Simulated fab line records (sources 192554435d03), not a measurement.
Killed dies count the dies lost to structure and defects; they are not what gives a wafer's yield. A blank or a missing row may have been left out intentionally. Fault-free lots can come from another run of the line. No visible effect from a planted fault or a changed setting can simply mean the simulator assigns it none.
fab line records	flow n5_finfet
record lots=6	wafers=16	last_day=16
route steps=1938 shown BEOL_M12@1631
lots that met no fault: from a run of the same line without faults
start_h: hours from the record's first day to the start of the lot's first wafer shown	wait_h: how many hours have passed since the lot's step before this one	" as in the row above	L1.1+2: a single row standing in for several wafers	- no value present, or no start provided	* or withheld: withheld	< > ~ a bound
route shown NAME@n: a module of which the file shows steps, and the number in the route of the first	usual: mean and standard deviation over wafers with no fault	same: alike in all rows	chamber/n: place in a boat	sites: per-site readings	_std_site: the values' standard deviation	_edge_site: inner sites' mean taken away from outer sites' mean	radius_mm: for every site, how far away it sits from the centre of the wafer	mask NAME#n: copy n	behind: the tool/chamber that last shaped the wafer	hold: why the lot was held/for how many hours/how that ended	device: the transistor (n, p or np) that didn't switch	end of line: the same wafers' tests at the end of the route	a step with no rows: only its recipe	killed: count of dies lost to structure and defects at first sort (not the wafer's yield)	map: shows each die of a wafer: x if killed, . if not, _ if none is there
set.NAME: setting as actually run; set.NAME@STEP: the setting as run at that earlier step	model.NAME: the simulator's own value behind a step, which no gauge read
lots seen at some steps along the route; tables by step, rows by wafer
services: from which hour (start_h, from the record's first day; less than 0 if before it) a tool's chamber was out of use, for how many hours, and why
## steps
# step N5_BEOL_M12_HARDBAKE_32
# recipe temp_c=130	time_s=120
# step N5_BEOL_M12_CD_MEAS_28
# recipe target_cd_nm=160.2	landing_energy_ev=500	detector=se_inlens	polarity=opening
# usual cd_nm=160.1/2.6
lot.wafer	tool	chamber	start_h	wait_h	cd_nm
L540.1	cd_sem-03	0	232.72	-	160.0
L540.2	"	0	"	"	161.4
L540.6	"	0	"	"	161.6
L541.1	cd_sem-02	0	242.99	-	160.8
L541.4	"	0	"	"	160.2
L541.6	"	0	"	"	162.2
L544.1	cd_sem-02	0	247.72	-	158.5
L544.3	"	0	"	"	160.0
L546.1	cd_sem-03	0	263.91	-	159.2
L546.3	"	0	"	"	162.7
L557.2	cd_sem-03	0	330.35	-	160.9
L557.3	"	0	"	"	161.6
L557.4	"	0	"	"	156.8
L562.1	cd_sem-01	0	359.46	-	161.7
L562.4	"	0	"	"	156.9
L562.5	"	0	"	"	157.5
# step N5_BEOL_M12_OVL_MEAS_29
# recipe points_per_wafer=44
# usual M12_OVL=-1/5.7
lot.wafer	tool	chamber	start_h	wait_h	M12_OVL[nm]
L540.1	overlay-02	0	232.75	0.0	-1
L540.2	"	0	"	"	-1
L540.6	"	0	"	"	7
L541.1	overlay-01	0	243.02	0.0	-6
L541.4	"	0	"	"	-4
L541.6	"	0	"	"	-1
L544.1	overlay-01	0	247.75	0.0	4
L544.3	"	0	"	"	-4
L546.1	overlay-02	0	263.94	0.0	6
L546.3	"	0	"	"	3
L557.2	overlay-01	0	330.38	0.0	9
L557.3	"	0	"	"	0
L557.4	"	0	"	"	3
L562.1	overlay-01	0	359.49	0.0	3
L562.4	"	0	"	"	1
L562.5	"	0	"	"	-2
# step N5_BEOL_M12_INSPECT_30
# recipe mode=adi	inspect_instrument=macro
# usual raw_defect_count=1.9/1.3
lot.wafer	tool	chamber	start_h	wait_h	raw_defect_count
L540.1	defect_inspect-01	-	232.78	0.0	1
L540.2	"	-	"	"	1
L540.6	"	-	"	"	2
L541.1	defect_inspect-01	-	243.05	0.0	1
L541.4	"	-	"	"	1
L541.6	"	-	"	"	1
L544.1	defect_inspect-01	-	247.78	0.0	3
L544.3	"	-	"	"	2
L546.1	defect_inspect-02	-	263.96	0.0	0
L546.3	"	-	"	"	1
L557.2	defect_inspect-02	-	330.41	0.0	1
L557.3	"	-	"	"	2
L557.4	"	-	"	"	2
L562.1	defect_inspect-01	-	359.51	0.0	4
L562.4	"	-	"	"	1
L562.5	"	-	"	"	1
# step N5_BEOL_M12_DESCUM_33
# recipe chemistry=O2	time_s=7.9	source_power_w=50	bias_power_w=20	pressure_mtorr=20	rf_frequency_hz=2.712e+07	temp_c=40	o2_flow_sccm=225
# usual drypump_motor_current_A=5.66/0.3	o2_flow_sccm=225.0/0.67	oes_product_au=0.79/0.085	rf_vpp_V=243.3/1.7	showerhead_plenum_p_Torr=2.11/0.074	throttle_valve_pct=20.51/0.24
lot.wafer	tool	chamber	start_h	wait_h	drypump_motor_current_A	o2_flow_sccm	oes_product_au	rf_hours_counter_h	rf_vpp_V	showerhead_plenum_p_Torr	throttle_valve_pct
L540.1	rie_diel-02	3	233.52	0.7	5.41	225.4	0.73	211	244.3	2.08	20.75
L540.2	"	2	"	"	5.37	225.6	0.78	101	239.3	2.05	20.59
L540.6	"	3	"	"	5.41	224.9	0.73	-	243.1	2.08	20.74
L541.1	rie_diel-01	2	243.39	0.3	6.00	225.1	0.98	4	244.3	2.23	20.27
L541.4	"	0	"	"	6.10	225.3	0.88	48	240.9	2.05	20.73
L541.6	"	1	"	"	5.76	225.4	0.69	-	242.2	2.14	20.38
L544.1	rie_diel-05	1	248.08	0.3	5.77	225.5	0.69	190	243.9	2.18	20.62
L544.3	"	2	"	"	5.60	224.8	0.75	157	241.4	2.02	20.75
L546.1	rie_diel-05	3	264.00	0.0	5.81	224.7	0.83	95	245.0	2.22	20.37
L546.3	"	1	"	"	5.79	225.2	0.69	198	244.0	2.18	20.64
L557.2	rie_diel-05	0	330.53	0.1	6.29	224.8	0.91	17	242.5	2.13	20.19
L557.3	"	1	"	"	5.78	225.5	0.68	219	243.1	2.17	20.67
L557.4	"	3	"	"	5.79	225.6	0.80	123	242.9	2.21	20.43
L562.1	rie_diel-01	2	359.54	0.0	6.03	225.3	0.87	50	244.9	2.21	20.32
L562.4	"	3	"	"	5.16	225.6	0.75	-	244.4	2.10	20.39
L562.5	"	0	"	"	6.11	224.8	0.82	-	242.7	2.04	20.80
# step N5_BEOL_M12_ETCH_67
# recipe chemistry=CF4	target=SiARC	target_depth_a=1430	time_s=238.3	ion_energy_ev=80	pressure_mtorr=40	source_w=545	bias_w=36	Ar_flow_sccm=100	cf4_flow_sccm=100	ends=cleared
# usual drypump_motor_current_A=5.7/0.3	etch_rf_on_time_s=237/6.6	oes_product_au=0.67/0.074	rf_vpp_V=184.1/1.3	showerhead_plenum_p_Torr=2.15/0.087	throttle_valve_pct=15.65/0.19
lot.wafer	tool	chamber	start_h	wait_h	drypump_motor_current_A	etch_rf_on_time_s	oes_product_au	rf_hours_counter_h	rf_vpp_V	showerhead_plenum_p_Torr	throttle_valve_pct
L540.1	rie_diel-02	3	233.56	0.0	5.4	235	0.62	211	183.8	2.13	15.96
L540.2	"	2	"	"	5.4	240	0.66	101	182.3	2.08	15.60
L540.6	"	3	"	"	5.4	234	0.63	-	183.2	2.13	15.95
L541.1	rie_diel-01	2	243.43	0.0	6.0	220	0.86	4	186.7	2.28	15.36
L541.4	"	0	"	"	6.1	242	0.74	48	181.7	2.10	15.71
L541.6	"	1	"	"	5.8	243	0.59	-	183.5	2.22	15.79
L544.1	rie_diel-05	1	248.11	0.0	5.8	238	0.61	190	185.3	2.20	15.61
L544.3	"	2	"	"	5.6	238	0.65	157	182.6	2.03	15.68
L546.1	rie_diel-05	3	264.03	0.0	5.8	236	0.69	95	185.5	2.25	15.42
L546.3	"	1	"	"	5.8	233	0.61	198	186.6	2.20	15.62
L557.2	rie_diel-05	0	330.56	0.0	6.3	242	0.78	17	183.4	2.19	15.38
L557.3	"	1	"	"	5.8	240	0.60	219	184.8	2.19	15.66
L557.4	"	3	"	"	5.8	241	0.66	123	184.8	2.24	15.48
L562.1	rie_diel-01	2	359.58	0.0	6.0	220	0.77	50	185.6	2.27	15.44
L562.4	"	3	"	"	5.2	228	0.66	-	185.4	2.14	15.49
L562.5	"	0	"	"	6.1	240	0.69	-	183.5	2.08	15.81
# step N5_BEOL_M12_ETCH_68
# recipe chemistry=N2/H2	target=SOC	mask_material=SiARC	source_w=3000	bias_w=350	temp_c=40	time_s=285	ion_energy_ev=200	pressure_mtorr=30	n2_flow_sccm=200	h2_flow_sccm=200
# usual drypump_motor_current_A=5.67/0.3	oes_product_au=0.79/0.084	rf_vpp_V=524/3	showerhead_plenum_p_Torr=2.55/0.11	throttle_valve_pct=17.83/0.2
lot.wafer	tool	chamber	start_h	wait_h	drypump_motor_current_A	oes_product_au	rf_hours_counter_h	rf_vpp_V	showerhead_plenum_p_Torr	throttle_valve_pct
L540.1	rie_diel-02	3	233.70	0.1	5.39	0.73	211	523	2.52	18.02
L540.2	"	2	"	"	5.38	0.79	101	522	2.44	17.65
L540.6	"	3	"	"	5.40	0.74	-	522	2.52	18.02
L541.1	rie_diel-01	2	243.58	0.1	6.03	0.97	4	528	2.72	17.62
L541.4	"	0	"	"	6.10	0.87	48	521	2.49	18.00
L541.6	"	1	"	"	5.77	0.68	-	525	2.59	17.72
L544.1	rie_diel-05	1	248.26	0.1	5.78	0.70	191	525	2.66	18.14
L544.3	"	2	"	"	5.63	0.75	157	523	2.43	17.92
L546.1	rie_diel-05	3	264.18	0.1	5.78	0.82	95	527	2.68	17.59
L546.3	"	1	"	"	5.80	0.70	198	527	2.66	18.14
L557.2	rie_diel-05	0	330.71	0.1	6.28	0.91	18	526	2.62	17.86
L557.3	"	1	"	"	5.82	0.68	220	525	2.65	18.18
L557.4	"	3	"	"	5.82	0.79	123	526	2.66	17.64
L562.1	rie_diel-01	2	359.73	0.1	6.01	0.86	50	527	2.70	17.68
L562.4	"	3	"	"	5.16	0.76	-	522	2.53	17.57
L562.5	"	0	"	"	6.11	0.82	-	521	2.47	18.08
# step N5_BEOL_M12_STRIP_69
# recipe chemistry=N2/H2	temp_c=40	n2_flow_sccm=200	h2_flow_sccm=200	rf_frequency_hz=6e+07
# step N5_BEOL_M12_TRENCH_ETCH_34
# recipe chemistry=C4F8/O2/Ar	target=SiOC	target_depth_a=3189.5	mask_material=SOC	pressure_mtorr=30	source_w=3000	bias_w=700	Ar_flow_sccm=400	C4F8_flow_sccm=15	O2_flow_sccm=8	he_inner_torr=15	he_outer_torr=30	time_s=125.5	ion_energy_ev=250
# usual drypump_motor_current_A=5.67/0.3	oes_product_au=0.79/0.084	rf_vpp_V=666/3.7	showerhead_plenum_p_Torr=3.44/0.14	throttle_valve_pct=24.28/0.23
lot.wafer	tool	chamber	start_h	wait_h	drypump_motor_current_A	oes_product_au	rf_hours_counter_h	rf_vpp_V	showerhead_plenum_p_Torr	throttle_valve_pct
L540.1	rie_diel-02	3	233.89	0.0	5.37	0.73	211	664	3.41	24.59
L540.2	"	2	"	"	5.36	0.78	101	661	3.35	24.37
L540.6	"	3	"	"	5.39	0.73	-	664	3.41	24.58
L541.1	rie_diel-01	2	243.76	0.0	6.04	0.97	5	671	3.65	24.19
L541.4	"	0	"	"	6.11	0.86	48	663	3.37	24.58
L541.6	"	1	"	"	5.75	0.69	-	670	3.53	24.33
L544.1	rie_diel-05	1	248.44	0.0	5.78	0.71	191	668	3.54	24.31
L544.3	"	2	"	"	5.61	0.75	157	661	3.23	24.07
L546.1	rie_diel-05	3	264.36	0.0	5.80	0.82	95	671	3.59	24.07
L546.3	"	1	"	"	5.79	0.71	198	669	3.54	24.35
L557.2	rie_diel-05	0	330.89	0.0	6.32	0.91	18	666	3.50	24.12
L557.3	"	1	"	"	5.80	0.68	220	668	3.53	24.33
L557.4	"	3	"	"	5.83	0.78	123	670	3.58	24.10
L562.1	rie_diel-01	2	359.91	0.0	5.99	0.86	50	670	3.63	24.24
L562.4	"	3	"	"	5.15	0.76	-	666	3.39	23.92
L562.5	"	0	"	"	6.12	0.81	-	664	3.35	24.63
# step N5_BEOL_M12_STRIP_70
# recipe chemistry=C4F8/O2/Ar	resist=SiARC	rf_frequency_hz=6e+07
# step N5_BEOL_M12_OCD_MEAS_35
# usual trench_depth_nm=318/5.9
lot.wafer	tool	chamber	start_h	wait_h	trench_depth_nm
L540.1	ocd-02	-	234.04	0.0	320
L540.2	"	-	"	"	320
L540.6	"	-	"	"	319
L541.1	ocd-01	-	243.91	0.0	327
L541.4	"	-	"	"	321
L541.6	"	-	"	"	308
L544.1	ocd-02	-	248.59	0.0	312
L544.3	"	-	"	"	318
L546.1	ocd-02	-	264.51	0.0	328
L546.3	"	-	"	"	315
L557.2	ocd-01	-	331.05	0.0	314
L557.3	"	-	"	"	308
L557.4	"	-	"	"	322
L562.1	ocd-02	-	360.06	0.0	324
L562.4	"	-	"	"	316
L562.5	"	-	"	"	321
# step N5_BEOL_M12_STRIP_37
# recipe chemistry=N2/H2	power_w=1000	temp_c=250	h2_frac=0.65	overash_fraction=0.3	pressure_mtorr=withheld	n2_flow_sccm=1750	h2_flow_sccm=3250
# usual drypump_motor_current_A=5.87/0.24	heater_power_w=363/37	oes_product_au=0.789/0.01
lot.wafer	tool	chamber	start_h	wait_h	drypump_motor_current_A	heater_power_w	oes_product_au	rf_hours_counter_h
L540.1	plasma_asher-01	0	234.08	0.0	6.31	411	0.771	69
L540.2	"	1	"	"	5.73	346	0.775	69
L540.6	"	1	"	"	5.73	346	0.786	-
L541.1	plasma_asher-01	1	243.95	0.0	5.74	353	0.781	72
L541.4	"	1	"	"	5.76	355	0.793	-
L541.6	"	1	"	"	5.72	347	0.783	-
L544.1	plasma_asher-02	0	248.63	0.0	5.90	303	0.782	123
L544.3	"	1	"	"	5.62	391	0.810	-
L546.1	plasma_asher-01	0	264.55	0.0	6.27	392	0.778	76
L546.3	"	0	"	"	6.26	393	0.778	-
L557.2	plasma_asher-01	1	331.08	0.0	5.75	349	0.788	90
L557.3	"	1	"	"	5.74	350	0.775	-
L557.4	"	0	"	"	6.24	383	0.776	-
L562.1	plasma_asher-01	0	360.10	0.0	6.26	408	0.799	96
L562.4	"	1	"	"	5.74	349	0.798	-
L562.5	"	0	"	"	6.21	389	0.791	-
# step N5_BEOL_M12_ETCH_38
# recipe chemistry=CF4/N2	target=SiCN	target_depth_a=687	taper_deg=2	time_s=73.4	ion_energy_ev=150	mask_material=SiO2	pressure_mtorr=40	source_w=430	bias_w=70	Ar_flow_sccm=100	cf4_flow_sccm=60	n2_flow_sccm=60
# usual drypump_motor_current_A=5.7/0.34	oes_product_au=0.80/0.086	rf_vpp_V=382.6/2	showerhead_plenum_p_Torr=2.22/0.086	throttle_valve_pct=15.45/0.18
lot.wafer	tool	chamber	start_h	wait_h	drypump_motor_current_A	oes_product_au	rf_hours_counter_h	rf_vpp_V	showerhead_plenum_p_Torr	throttle_valve_pct	model.etch.depth_nm
L540.1	rie_diel-01	0	234.87	-	6.1	0.88	43	379.8	2.17	15.58	58.3
L540.2	"	3	"	"	5.2	0.83	95	383.1	2.21	15.20	61.96
L540.6	"	3	"	"	5.2	0.83	-	383.4	2.21	15.20	61.17
L541.1	rie_diel-02	1	244.23	-	5.7	0.90	28	384.8	2.34	15.33	58.73
L541.4	"	3	"	"	5.4	0.73	217	381.8	2.19	15.79	60.47
L541.6	"	2	"	"	5.4	0.77	-	381.0	2.14	15.43	57.79
L544.1	rie_diel-02	3	249.93	-	5.4	0.72	219	381.7	2.19	15.80	53.64
L544.3	"	2	"	"	5.4	0.76	109	382.1	2.14	15.44	57.79
L546.1	rie_diel-02	2	265.15	-	5.4	0.76	115	381.0	2.14	15.45	52.51
L546.3	"	1	"	"	5.7	0.88	36	384.2	2.34	15.35	57.8
L557.2	rie_diel-05	1	331.16	-	5.8	0.70	220	383.2	2.27	15.56	58.45
L557.3	"	2	"	"	5.6	0.73	193	381.0	2.08	15.59	59.63
L557.4	"	0	"	"	6.3	0.91	18	383.1	2.26	15.23	58.33
L562.1	rie_diel-01	3	362.67	-	5.1	0.76	146	381.3	2.20	15.28	59.47
L562.4	"	0	"	"	6.1	0.80	-	380.2	2.15	15.67	57.3
L562.5	"	3	"	"	5.2	0.77	-	382.9	2.20	15.28	60.03
# step N5_BEOL_M12_PRECLEAN_39
# recipe chemistry=residue_remover	time_s=60	temp_c=40
## services
tool	chamber	start_h	hours	kind
rie_diel-01	2	218.70	-	clean
rie_diel-01	2	218.70	-	consumable_replace:focus_ring
rie_diel-01	2	218.70	-	consumable_replace:showerhead
rie_diel-01	2	218.70	16.3	scheduled_down
rie_diel-01	2	218.70	16.3	vent_cycle
rie_diel-05	-	219.15	28.1	pm
rie_diel-01	1	224.90	1.9	repair
rie_diel-01	-	260.12	2.1	repair
rie_diel-05	0	260.26	-	clean
rie_diel-05	0	260.26	-	consumable_replace:focus_ring
rie_diel-05	0	260.26	21.8	scheduled_down
rie_diel-05	0	260.26	21.8	vent_cycle
rie_diel-05	1	284.51	16.5	repair
rie_diel-05	0	287.28	3.1	repair
rie_diel-02	3	307.53	2.1	repair
rie_diel-05	-	318.46	0.3	repair
rie_diel-01	-	319.33	0.6	repair
rie_diel-02	0	332.85	-	clean
rie_diel-01	1	344.14	-	clean
rie_diel-01	1	344.14	-	consumable_replace:esc
rie_diel-01	1	344.14	-	consumable_replace:focus_ring
rie_diel-01	1	344.14	22.4	scheduled_down
rie_diel-01	1	344.14	22.4	vent_cycle
rie_diel-05	2	361.78	1.3	repair
## key
first_sign none at tools or gauges
model_effect step=N5_BEOL_M12_ETCH_38	value=etch.depth_nm	without=58.92	struck=53.08
met_at N5_BEOL_M12_ETCH_38
struck_wafers L544.1,L546.1
onset_between 244.23 249.93
fault kind=process_parameter_drift	tool=rie_diel-02	chamber=-	onset_h=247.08	steps=N5_BEOL_M12_ETCH_38	channel=time_s	offset=*	shape=step	end_h=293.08	scope=struck_wafers_only	acts_in=*	stated=*
